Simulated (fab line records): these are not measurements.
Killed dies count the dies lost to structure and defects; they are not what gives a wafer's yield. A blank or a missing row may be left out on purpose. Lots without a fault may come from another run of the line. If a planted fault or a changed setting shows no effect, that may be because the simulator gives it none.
Chamber matching | flow n5-finfet | rie-diel-05 running N5_BEOL_M10_DESCUM_33: 4 sister chambers
The step chemistry O2, time 7.9 s. 8 wafers are shown with their chamber, then 8 later ones without.

== WAFERS, EACH WITH ITS CHAMBER ==
wafer  | chamber | showerhead-plenum-p-Torr (Torr) | throttle-valve-pct (%)
L076.6 | 1       | 2.04                            | 20.73
L086.1 | 2       | 2.06                            | 20.46
L086.3 | 1       | 2.03                            | 20.76
L086.4 | 0       | 2.12                            | 20.23
L087.1 | 2       | 2.06                            | 20.44
L087.2 | 0       | 2.12                            | 20.20
L087.5 | 3       | 2.06                            | 20.09
L084.2 | 3       | 2.06                            | 20.09

== WAFERS WITH NO CHAMBER GIVEN ==
wafer  | showerhead-plenum-p-Torr (Torr) | throttle-valve-pct (%)
L084.4 | 2.12                            | 20.22
L084.5 | 2.03                            | 20.76
L094.3 | 2.05                            | 20.48
L094.4 | 2.03                            | 20.77
L094.5 | 2.12                            | 20.23
L095.1 | 2.12                            | 20.23
L095.4 | 2.06                            | 20.11
L095.6 | 2.03                            | 20.77

== WHICH CHAMBER EACH ONE RAN IN ==
wafer  | from the rows above | in truth
L084.4 | 0                   | 0
L084.5 | 1                   | 1
L094.3 | 2                   | 2
L094.4 | 1                   | 1
L094.5 | 0                   | 0
L095.1 | 0                   | 0
L095.4 | 3                   | 3
L095.6 | 1                   | 1
Placed correctly: 8 of 8. Not placeable from these rows: 0. 0 placed wrongly.
How it was worked out, from the rows above alone: a wafer's distance from a chamber is the root of the sum, over the readings, of the square of ((its reading less the chamber's mean) divided by the reading's scatter). If the next closest chamber is less than 2 further off than the closest, the wafer can't be placed; otherwise it belongs to the closest. The mean given for a chamber averages the wafers shown for that chamber. The scatter: the root of (the sum of the squares of (reading less its chamber's mean) over the shown wafers, divided by (wafers less chambers)).
